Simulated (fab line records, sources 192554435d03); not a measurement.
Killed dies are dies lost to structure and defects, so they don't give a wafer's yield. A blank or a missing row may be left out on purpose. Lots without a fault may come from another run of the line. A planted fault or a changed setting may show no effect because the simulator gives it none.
Split-lot experiment | flow n5_finfet | 7 lots, 21 wafers read, on a route of 1938 steps

THE SPLIT
At N5_DUMMY_GATE_PECVD_30 (deposits SiO2 from TEOS/O2, target thk 55 nm, time 10.8 s), the setting time_s was moved away from the recipe's 10.8 s on 3 of the 21 wafers read, by -11.2% to +6.4%. The other wafers ran this setting at the recipe's value.

FROM THE SPLIT TO THE READING: what the file shows between them, 5 steps
- N5_DUMMY_GATE_COAT_34: time 60 s, resist thk 60 nm
- N5_DUMMY_GATE_COAT_35: time 60 s, resist thk 10 nm
- N5_DUMMY_GATE_ETCH_31: etches SiO2 in C4F6/O2, target depth 82.5 nm, time 27.5 s
- N5_DUMMY_GATE_STRIP_41: strips in O2
- N5_DUMMY_GATE_HM_OPEN_21: chemistry CH3F/O2, target SiNx, target depth 120 nm, time 171.4 s

THE READING
SiO2_of_DUMMY_GATE_PECVD_30.thk_nm (the simulator's own value, which no gauge read), in nm, at N5_DUMMY_GATE_ETCH_32 (etches SiO2 in CF4, target depth 3.5 nm, time 3.9 s). The file gives no usual value for it. The 18 wafers here that ran the recipe average 41.2 nm, standard deviation 0.93 nm.

wafer  | tool, chamber at the split | time_s as run, s | against the recipe | SiO2_of_DUMMY_GATE_PECVD_30.thk_nm, nm | against lot-mates on the recipe
L074.3 | pecvd-04, 1                | 10.8             | recipe             | 41                                     | -
L074.4 | pecvd-04, 1                | 10.8             | recipe             | 41.2                                   | -
L074.6 | pecvd-04, 2                | 10.8             | recipe             | 42.4                                   | -
L076.2 | pecvd-04, 2                | 10.8             | recipe             | 40.2                                   | -
L076.3 | pecvd-04, 0                | 10.8             | recipe             | 41                                     | -
L076.6 | pecvd-04, 0                | 10.8             | recipe             | 41.6                                   | -
L077.2 | pecvd-04, 0                | 10.06            | -6.9%              | 38.2                                   | -3.7
L077.3 | pecvd-04, 2                | 10.8             | recipe             | 41.4                                   | -
L077.4 | pecvd-04, 2                | 10.8             | recipe             | 42.4                                   | -
L078.1 | pecvd-02, 0                | 10.8             | recipe             | 40.4                                   | -
L078.2 | pecvd-02, 1                | 10.8             | recipe             | 42.6                                   | -
L078.5 | pecvd-02, 1                | 10.8             | recipe             | 42.6                                   | -
L079.1 | pecvd-04, 2                | 10.8             | recipe             | 39.6                                   | -
L079.3 | pecvd-04, 1                | 10.8             | recipe             | 39.2                                   | -
L079.5 | pecvd-04, 0                | 11.49            | +6.4%              | 44.2                                   | +4.8
L096.1 | pecvd-01, 1                | 10.8             | recipe             | 40.8                                   | -
L096.3 | pecvd-01, 0                | 9.586            | -11.2%             | 35.6                                   | -5.4
L096.6 | pecvd-01, 2                | 10.8             | recipe             | 41.2                                   | -
L097.1 | pecvd-02, 2                | 10.8             | recipe             | 41                                     | -
L097.2 | pecvd-02, 1                | 10.8             | recipe             | 41.4                                   | -
L097.6 | pecvd-02, 0                | 10.8             | recipe             | 41.6                                   | -

THE FIT
A straight line over all 21 wafers: SiO2_of_DUMMY_GATE_PECVD_30.thk_nm changes by +0.48 nm for each +1% of time_s; r = +0.87; the points scatter about the line by 0.91 nm.
The same after taking each lot's own level away (the mean of its wafers on the recipe; 21 wafers): +0.551 nm for each +1%; r = +0.94; scatter 0.66 nm.
On that fit, the largest move of time_s shifts the reading by 6.2 nm.
The lots' own levels span 39.40 to 41.90 nm, that is 2.7 times the standard deviation above.
So the lot-to-lot level changes the slope: the two fits differ.
Check: with one of the wafers moved furthest among these (-11.2%) left out of the fit, the line predicts -7.11 nm for it against its lot-mates. It came out at -5.4 nm against them.

THE WHOLE CHAIN: every reading that the file lists as answering this split, in the file's order
step                     | what it does                                                      | reading                                                                             | change (the file's fit)               | r (the file's)
N5_DUMMY_GATE_PECVD_30   | deposits SiO2 from TEOS/O2, target thk 55 nm, time 10.8 s         | SiO2_of_DUMMY_GATE_PECVD_30.thk_nm (the simulator's own value, which no gauge read) | +0.533 nm for each +1% of the setting | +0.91
N5_DUMMY_GATE_HM_OPEN_21 | chemistry CH3F/O2, target SiNx, target depth 120 nm, time 171.4 s | SiO2_of_DUMMY_GATE_PECVD_30.thk_nm (the simulator's own value, which no gauge read) | +0.538 nm for each +1% of the setting | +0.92
N5_DUMMY_GATE_ETCH_32    | etches SiO2 in CF4, target depth 3.5 nm, time 3.9 s               | SiO2_of_DUMMY_GATE_PECVD_30.thk_nm (the simulator's own value, which no gauge read) | +0.545 nm for each +1% of the setting | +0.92

THE FILE'S OWN FIT
SiO2_of_DUMMY_GATE_PECVD_30.thk_nm changes by +0.545 nm for each +1% of time_s, r = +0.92.
